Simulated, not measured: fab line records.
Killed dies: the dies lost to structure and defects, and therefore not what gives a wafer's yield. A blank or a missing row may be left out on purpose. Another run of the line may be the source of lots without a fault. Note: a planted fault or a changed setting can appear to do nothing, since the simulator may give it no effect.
Split-lot trial + flow n5Finfet + 7 lots, 21 wafers read, on a route of 1938 steps

THE SPLIT
At N5_GATE_CUT_EXPOSE_10 (exposes mask GATE CUT, target cd 20 nm), the setting doseMj was moved away from the recipe's 43.25 on 8 of the 21 wafers read, by -7.3% to +5.8%. For the rest of the wafers, this setting stayed at what the recipe calls for.

FROM THE SPLIT TO THE READING: what the file shows between them, 2 steps
- N5_GATE_CUT_PEB_11: peb time 60 s
- N5_GATE_CUT_DEVELOP_12: develop time 30 s

THE READING
At N5_GATE_CUT_CD_MEAS_13: cdNm in nanometres, against a target cd of 20 nm. Typical for fault-free wafers on this fab line: 20.01 nm, with standard deviation 0.23 nm.

| wafer  | tool, chamber at the split | doseMj as run | against the recipe | cdNm, nm | against lot-mates on the recipe |
|--------|----------------------------|---------------|--------------------|----------|---------------------------------|
| L075.1 | euvScanner-02, 0           | 43.25         | recipe             | 20.09    | -                               |
| L075.4 | euvScanner-02, 0           | 43.25         | recipe             | 20.10    | -                               |
| L075.6 | euvScanner-02, 0           | 43.25         | recipe             | 20.34    | -                               |
| L079.1 | euvScanner-02, 0           | 43.25         | recipe             | 20.13    | -                               |
| L079.2 | euvScanner-02, 0           | 45.78         | +5.8%              | 21.03    | +0.90                           |
| L079.5 | euvScanner-02, 0           | 45.78         | +5.8%              | 21.49    | +1.36                           |
| L084.3 | euvScanner-01, 0           | 44.17         | +2.1%              | 20.75    | no lot-mate on the recipe       |
| L084.4 | euvScanner-01, 0           | 44.17         | +2.1%              | 20.90    | no lot-mate on the recipe       |
| L084.6 | euvScanner-01, 0           | 44.17         | +2.1%              | 20.90    | no lot-mate on the recipe       |
| L086.2 | euvScanner-01, 0           | 43.25         | recipe             | 19.85    | -                               |
| L086.3 | euvScanner-01, 0           | 40.09         | -7.3%              | 18.12    | -1.73                           |
| L086.5 | euvScanner-01, 0           | 40.09         | -7.3%              | 18.13    | -1.72                           |
| L085.2 | euvScanner-01, 0           | 43.25         | recipe             | 19.88    | -                               |
| L085.5 | euvScanner-01, 0           | 43.25         | recipe             | 20.09    | -                               |
| L085.6 | euvScanner-01, 0           | 43.25         | recipe             | 20.02    | -                               |
| L088.2 | euvScanner-02, 0           | 45.42         | +5.0%              | 20.92    | +0.70                           |
| L088.3 | euvScanner-02, 0           | 43.25         | recipe             | 20.39    | -                               |
| L088.4 | euvScanner-02, 0           | 43.25         | recipe             | 20.06    | -                               |
| L090.2 | euvScanner-01, 0           | 43.25         | recipe             | 20.06    | -                               |
| L090.4 | euvScanner-01, 0           | 43.25         | recipe             | 19.99    | -                               |
| L090.6 | euvScanner-01, 0           | 43.25         | recipe             | 19.72    | -                               |

FIT RESULTS
A straight line over all 21 wafers: cdNm changes by +0.242 nm for each +1% of doseMj; r = +0.96; the points scatter about the line by 0.23 nm.
The same after taking each lot's own level away (the mean of its wafers on the recipe; 18 wafers): +0.21 nm for each +1%; r = +0.97; scatter 0.17 nm.
According to that fit, moving doseMj by its largest amount changes the reading by 1.5 nm.
From 19.850 to 20.225 nm: that is the span of the lots' own levels, equal to 1.6 times the standard deviation above.
In other words, the slope is changed by the lot-to-lot level; the two fits disagree.
Check: with one of the wafers moved furthest among these (-7.3%) left out of the fit, the line predicts -1.51 nm for it against its lot-mates. It came out at -1.73 nm against them.

THESE WAFERS: OTHER SPLITS
Before the reading, these wafers also passed through other splits. Each is held against what the fit with the lots' levels taken away leaves over:
| other split on the same wafers | wafers away from the commonest value | r with cdNm (lot level and that fit taken away) |
|--------------------------------|--------------------------------------|-------------------------------------------------|
| N5_HKMG_FIN_EXPOSE_46 doseMj   | 4                                    | +0.03                                           |
| N5_GATE_CUT_COAT_27 spinRpm    | 5                                    | +0.12                                           |

THE WHOLE CHAIN: every reading that the file lists as answering this split, in the file's order
| step                   | what it does                                                | reading                                                        | change (the file's fit)               | r (the file's) |
|------------------------|-------------------------------------------------------------|----------------------------------------------------------------|---------------------------------------|----------------|
| N5_GATE_CUT_CD_MEAS_13 | target cd 20 nm                                             | cdNm                                                           | +0.201 nm for each +1% of the setting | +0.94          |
| N5_GATE_CUT_DESCUM_18  | chemistry O2, time 7 s                                      | GATE_CUT.cdNm (the simulator's own value, which no gauge read) | +0.209 nm for each +1% of the setting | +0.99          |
| N5_GATE_CUT_ETCH_28    | etches underlayer in N2/H2, target depth 13 nm, time 10.4 s | GATE_CUT.cdNm (the simulator's own value, which no gauge read) | +0.216 nm for each +1% of the setting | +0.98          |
| N5_GATE_CUT_ETCH_36    | etches SiARC in CF4, target depth 13 nm, time 21.7 s        | GATE_CUT.cdNm (the simulator's own value, which no gauge read) | +0.228 nm for each +1% of the setting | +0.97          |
| N5_GATE_CUT_ETCH_47    | etches SiO2 in Cl2/BCl3, target depth 10 nm                 | GATE_CUT.cdNm (the simulator's own value, which no gauge read) | +0.24 nm for each +1% of the setting  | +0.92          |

THE FILE'S OWN FIT
cdNm changes by +0.201 nm for each +1% of doseMj, r = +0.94.
